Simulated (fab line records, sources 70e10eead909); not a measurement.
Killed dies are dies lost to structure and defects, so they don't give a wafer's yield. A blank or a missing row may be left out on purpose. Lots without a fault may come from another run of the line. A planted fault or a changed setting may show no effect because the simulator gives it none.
Which tool did it? | flow nand_harc | 13 lots, 39 wafers sampled, at 5 steps of a route of 1159

WHAT THE GAUGES READ, wafer by wafer
NHARC_A_BONDPAD_OVL_MEAS_35.
lot  | measured     | on         | overlay_x_nm (nm) | overlay_y_nm (nm)
L279 | day 17 16:52 | overlay-02 | 5 5 5             | 1 1 1
L282 | day 18 01:28 | overlay-01 | -4 -5 -4          | 11 11 10
L281 | day 18 04:31 | overlay-02 | -2 -2 -2          | -8 -7 -8
L280 | day 18 11:15 | overlay-02 | 10 11 10          | -8 -7 -7
L283 | day 18 18:25 | overlay-02 | 6 7 6             | -4 -3 -4
L286 | day 19 20:20 | overlay-01 | 1 1 1             | 6 6 6
L296 | day 22 01:23 | overlay-02 | 6 5 5             | -14 -14 -14
L293 | day 22 11:26 | overlay-01 | 2 2 2             | -7 -7 -7
L298 | day 22 12:11 | overlay-01 | 15 14 15          | 8 8 8
L300 | day 23 02:21 | overlay-01 | 9 9 9             | 0 0 1
L299 | day 23 01:37 | overlay-02 | 9 9 10            | 1 0 1
L301 | day 23 14:16 | overlay-01 | -5 -5 -5          | 3 2 3
L302 | day 24 01:07 | overlay-01 | 1 0 0             | 0 0 0

NHARC_END_SORT_01.
lot  | measured     | on        | killed_at_array | killed_at_other | killed_at_periphery | killed_dies | killed_open | killed_short
L283 | day 20 04:55 | prober-02 | 148 116 113     | 0 0 0           | 4 3 4               | 152 119 117 | 4 2 1       | 5 5 2
L286 | day 21 02:32 | prober-01 | 101 112 109     | 0 0 2           | 2 1 2               | 103 113 113 | 4 4 3       | 1 3 2

WHICH TOOL RAN EACH LOT (tool, then ch and the chambers of the sampled wafers, then the start)
lot  | NHARC_A_ONON_D1_DEP_19           | NHARC_A_BONDPAD_STRIP_15           | NHARC_THIN_TSV_CMP_01
L279 | pecvd_onon-03 ch 0, day 7 22:39  | rie_diel-10 ch 1,2, day 17 17:24   | cmp-04 ch 0,2,3, day 18 09:45
L282 | pecvd_onon-02 ch 0, day 8 14:36  | rie_diel-01 ch 0,2,3, day 18 02:01 | cmp-03 ch 0,3, day 18 15:36
L281 | pecvd_onon-04 ch 0, day 8 14:36  | rie_diel-10 ch 1,2,3, day 18 05:05 | cmp-03 ch 1,2,3, day 18 16:47
L280 | pecvd_onon-03 ch 0, day 8 14:55  | rie_diel-01 ch 2,3, day 18 11:46   | cmp-02 ch 2,3, day 19 01:48
L283 | pecvd_onon-02 ch 0, day 9 02:53  | rie_diel-10 ch 0,2,3, day 18 18:59 | cmp-04 ch 1,3, day 19 09:37
L286 | pecvd_onon-02 ch 0, day 10 04:25 | rie_diel-10 ch 0,2, day 19 20:52   | cmp-03 ch 0,1,2, day 20 09:38
L296 | pecvd_onon-03 ch 0, day 12 04:08 | rie_diel-10 ch 0,2,3, day 22 01:55 | cmp-02 ch 0,1,3, day 22 15:11
L293 | pecvd_onon-03 ch 0, day 12 04:22 | rie_diel-01 ch 0,2,3, day 22 12:02 | cmp-02 ch 0,1,2, day 23 05:37
L298 | pecvd_onon-03 ch 0, day 12 16:11 | rie_diel-10 ch 0,2,3, day 22 12:43 | cmp-02 ch 0,2,3, day 23 04:23
L300 | pecvd_onon-03 ch 0, day 13 02:02 | rie_diel-01 ch 1,2,3, day 23 03:34 | cmp-04 ch 0,1,3, day 23 16:46
L299 | pecvd_onon-04 ch 0, day 13 02:05 | rie_diel-10 ch 1,2, day 23 02:11   | cmp-04 ch 0,1,2, day 23 15:33
L301 | pecvd_onon-03 ch 0, day 13 08:55 | rie_diel-10 ch 0,2,3, day 23 14:47 | cmp-03 ch 2,3, day 24 04:08
L302 | pecvd_onon-04 ch 0, day 13 08:55 | rie_diel-10 ch 1,3, day 24 01:37   | cmp-03 ch 0,1, day 24 14:59
- NHARC_A_ONON_D1_DEP_19: target thk 1000 nm.
- NHARC_A_BONDPAD_STRIP_15: strips in O2.
- NHARC_THIN_TSV_CMP_01: polishes.

WHAT THE TOOLS THEMSELVES READ (means of the sampled wafers that have a number; where no wafer has one, the mark that the record gives instead)
NHARC_A_ONON_D1_DEP_19.
lot  | tool          | susceptor_temp_C (C)
L279 | pecvd_onon-03 | 399.87
L282 | pecvd_onon-02 | 399.93
L281 | pecvd_onon-04 | 399.81
L280 | pecvd_onon-03 | 399.96
L283 | pecvd_onon-02 | 399.64
L286 | pecvd_onon-02 | 399.80
L296 | pecvd_onon-03 | 399.78
L293 | pecvd_onon-03 | 400.16
L298 | pecvd_onon-03 | 400.17
L300 | pecvd_onon-03 | 400.36
L299 | pecvd_onon-04 | 400.45
L301 | pecvd_onon-03 | 400.24
L302 | pecvd_onon-04 | 399.84

NHARC_A_BONDPAD_STRIP_15.
lot  | tool        | drypump_motor_current_A (A) | oes_product_au (a.u.) | rf_vpp_V (V) | showerhead_plenum_p_Torr (Torr) | throttle_valve_pct (%)
L279 | rie_diel-10 | 5.2                         | 1.003                 | 58.1         | 3.67                            | 17.033
L282 | rie_diel-01 | 5.5                         | 1.001                 | 57.7         | 3.53                            | 17.046
L281 | rie_diel-10 | 5.3                         | 0.997                 | 57.3         | 3.59                            | 17.025
L280 | rie_diel-01 | 5.6                         | 0.994                 | 57.3         | 3.44                            | 17.034
L283 | rie_diel-10 | 5.3                         | 1.010                 | 58.3         | 3.58                            | 17.046
L286 | rie_diel-10 | 5.3                         | 0.996                 | 58.6         | 3.54                            | 17.047
L296 | rie_diel-10 | 5.4                         | 1.001                 | 57.5         | 3.58                            | 17.046
L293 | rie_diel-01 | 5.5                         | 0.993                 | 58.3         | 3.52                            | 17.041
L298 | rie_diel-10 | 5.4                         | 1.006                 | 58.0         | 3.58                            | 17.034
L300 | rie_diel-01 | 5.6                         | 0.996                 | 57.7         | 3.53                            | 17.041
L299 | rie_diel-10 | 5.1                         | 1.014                 | 58.5         | 3.55                            | 17.031
L301 | rie_diel-10 | 5.4                         | 0.992                 | 57.7         | 3.58                            | 17.037
L302 | rie_diel-10 | 5.2                         | 1.001                 | 58.2         | 3.48                            | 17.029

NHARC_THIN_TSV_CMP_01.
lot  | tool   | motor_current_A (A)
L279 | cmp-04 | 11.7
L282 | cmp-03 | 13.0
L281 | cmp-03 | 12.0
L280 | cmp-02 | 12.3
L283 | cmp-04 | 11.9
L286 | cmp-03 | 12.3
L296 | cmp-02 | 12.0
L293 | cmp-02 | 12.7
L298 | cmp-02 | 11.7
L300 | cmp-04 | 11.6
L299 | cmp-04 | 11.7
L301 | cmp-03 | 11.1
L302 | cmp-03 | 13.4

THE ANSWER, worked out from the rows above alone
Rule: what is usual is taken from the lots themselves. Put in order of their means at a reading, lots are off if they are a third of the lots or fewer, leave a main group of 4 or more, and stand apart from it by a gap of 3 or more times the standard deviation of the main group's means; of several such gaps the widest counts. A main group whose means are all the same, to the digits that the tables above print for the reading, isn't used. A lot without any number at a reading at which 4 lots or more have one is off too. The other lots that the step has rows for count as sound. The gauges are gone through in route order, then the tools' own readings, and for those a lot's mean is taken as printed above. The first step at which some lot is off is used, and at that step the reading that is off furthest; a lot without a number counts as furthest.
No lot is off at any reading shown: from this, nothing can be told.

WHAT THE SIMULATOR HAD PUT IN
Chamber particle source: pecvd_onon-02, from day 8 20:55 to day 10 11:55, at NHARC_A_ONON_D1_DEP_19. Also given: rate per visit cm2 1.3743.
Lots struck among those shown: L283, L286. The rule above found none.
